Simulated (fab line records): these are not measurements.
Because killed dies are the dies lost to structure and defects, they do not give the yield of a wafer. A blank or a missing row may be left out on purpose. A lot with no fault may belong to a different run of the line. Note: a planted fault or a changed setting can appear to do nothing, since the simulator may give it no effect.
Split-lot experiment | flow n5 finfet | on a route of 1938 steps: 7 lots, 21 wafers read

ON THE SPLIT
At N5_FIN_SAQP_FIN_ETCH_36 (etches the open film in HBr/Cl2/O2, target depth 120 nm, time 50.4 s), the setting icp w was moved away from the recipe's 800 W on 3 of the 21 wafers read, by -13.1% to -12.5%. For the rest of the wafers, this setting stayed at what the recipe calls for.

FROM THE SPLIT TO THE READING: what the file shows between them, 3 steps
- N5_FIN_SAQP_PRECLEAN_38: cleans in O3/DIW, time 45 s
- N5_FIN_SAQP_PRECLEAN_45: cleans in dHF, time 10 s
- N5_FIN_SAQP_SRD_39: time 30 s

THE READING
trench depth nm, in nm, at N5_FIN_SAQP_OCD_MEAS_76. Typical for fault-free wafers on this fab line: 119.4 nm, with standard deviation 1.2 nm.

wafer  | tool, chamber at the split | icp w as run, W | against the recipe | trench depth nm, nm | against lot-mates on the recipe
L074.3 | rie si-02, 1               | 800             | recipe             | 120.3               | -
L074.4 | rie si-02, 2               | 800             | recipe             | 120.1               | -
L074.6 | rie si-02, 3               | 800             | recipe             | 118.3               | -
L077.1 | rie si-03, 0               | 800             | recipe             | 117.3               | -
L077.4 | rie si-03, 3               | 695.4           | -13.1%             | 110.2               | -7.3
L077.5 | rie si-03, 0               | 800             | recipe             | 117.8               | -
L080.1 | rie si-03, 2               | 800             | recipe             | 120.6               | -
L080.4 | rie si-03, 1               | 800             | recipe             | 121.7               | -
L080.5 | rie si-03, 0               | 800             | recipe             | 118.6               | -
L081.1 | rie si-02, 1               | 800             | recipe             | 117.3               | -
L081.2 | rie si-02, 3               | 800             | recipe             | 116.9               | -
L081.3 | rie si-02, 0               | 800             | recipe             | 118.3               | -
L085.1 | rie si-02, 2               | 800             | recipe             | 119.8               | -
L085.4 | rie si-02, 0               | 800             | recipe             | 119.1               | -
L085.6 | rie si-02, 2               | 800             | recipe             | 120.2               | -
L093.2 | rie si-04, 0               | 800             | recipe             | 119.5               | -
L093.4 | rie si-04, 3               | 800             | recipe             | 119.7               | -
L093.5 | rie si-04, 0               | 800             | recipe             | 120.1               | -
L097.1 | rie si-04, 0               | 800             | recipe             | 119.3               | -
L097.2 | rie si-04, 1               | 700.3           | -12.5%             | 112.9               | -6.4
L097.6 | rie si-04, 1               | 700.3           | -12.5%             | 113.1               | -6.2

FIT RESULTS
A straight line over all 21 wafers: trench depth nm changes by +0.563 nm for each +1% of icp w; r = +0.89; the points scatter about the line by 1.3 nm.
The same after taking each lot's own level away (the mean of its wafers on the recipe; 21 wafers): +0.526 nm for each +1%; r = +0.96; scatter 0.71 nm.
That fit puts the effect of the largest move of icp w on the reading at 6.9 nm.
The lots' own levels span 117.50 to 120.30 nm, that is 2.3 times the standard deviation above.
The two slopes agree, so the slope changes little with the lot-to-lot level.
Check: with one of the wafers moved furthest among these (-13.1%) left out of the fit, the line predicts -6.61 nm for it against its lot-mates. Against them it came out at -7.35 nm.

OTHER SPLITS APPLIED TO THESE WAFERS
Other splits were also applied to these wafers ahead of the reading. Each is held against what the fit with the lots' levels taken away leaves over:
other split on the same wafers | wafers away from the commonest value | r with trench depth nm (lot level and that fit taken away)
N5_WELL_APT_COAT_02 spin rpm   | 8                                    | -0.05
N5_WELL_APT_EXPOSE_22 dose mj  | 6                                    | +0.12
N5_WELL_APT_PEB_23 peb temp c  | 8                                    | +0.28

THE WHOLE CHAIN: every reading that the file lists as answering this split, in the file's order
step                    | what it does                                                         | reading                                                                    | change (the file's fit)               | r (the file's)
N5_FIN_SAQP_FIN_ETCH_36 | etches the open film in HBr/Cl2/O2, target depth 120 nm, time 50.4 s | FIN_SAQP.feature depth nm (the simulator's own value, which no gauge read) | +0.556 nm for each +1% of the setting | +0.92
N5_FIN_SAQP_FIN_ETCH_36 | etches the open film in HBr/Cl2/O2, target depth 120 nm, time 50.4 s | etch.depth nm (the simulator's own value, which no gauge read)             | +0.555 nm for each +1% of the setting | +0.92
N5_FIN_SAQP_OCD_MEAS_76 |                                                                      | trench depth nm                                                            | +0.536 nm for each +1% of the setting | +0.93

THE FILE'S OWN FIT
trench depth nm changes by +0.536 nm for each +1% of icp w, r = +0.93.
